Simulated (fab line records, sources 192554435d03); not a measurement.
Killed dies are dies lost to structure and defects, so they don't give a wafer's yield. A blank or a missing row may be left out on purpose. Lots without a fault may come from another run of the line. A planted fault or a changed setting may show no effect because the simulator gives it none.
Chamber matching | flow n5_finfet | N5_MOL_CONTACT_COAG_ETCHBACK_135 on rie_diel-04: 4 sister chambers
The step etches SiO2 in CHF3, target depth 25 nm, time 16.7 s. 4 wafers are shown with their chamber, then 10 later ones without.

WAFERS WITH THEIR CHAMBER
wafer  | chamber | showerhead_plenum_p_Torr (Torr)
L081.2 | 2       | 2.33
L083.2 | 3       | 2.26
L086.1 | 1       | 2.46
L086.2 | 0       | 2.27

WAFERS WITHOUT THEIR CHAMBER
wafer  | showerhead_plenum_p_Torr (Torr)
L086.4 | 2.26
L087.1 | 2.26
L087.2 | 2.46
L087.6 | 2.26
L090.2 | 2.46
L090.3 | 2.32
L090.4 | 2.26
L096.1 | 2.25
L096.2 | 2.26
L096.4 | 2.46

WHICH CHAMBER EACH WENT THROUGH
wafer  | from the rows above | in truth
L086.4 | 3                   | 3
L087.1 | 3                   | 3
L087.2 | 1                   | 1
L087.6 | 3                   | 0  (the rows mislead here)
L090.2 | 1                   | 1
L090.3 | 2                   | 2
L090.4 | 3                   | 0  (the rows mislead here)
L096.1 | 3                   | 3
L096.2 | 3                   | 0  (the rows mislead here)
L096.4 | 1                   | 1
Placed correctly: 7 of 10. Can't be placed from these rows: 0. Placed wrongly: 3.
How it was worked out, from the rows above alone: a wafer's distance from a chamber is the root of the sum, over the readings, of the square of ((its reading less the chamber's mean) divided by the reading's scatter). The wafer belongs to the nearest chamber; if the next one is less than 2 further off, it can't be placed. A chamber's mean is the mean of its shown wafers. The scatter: with one shown wafer a chamber, the root of the mean of the squares of how far each hidden wafer lies from its nearest shown one.
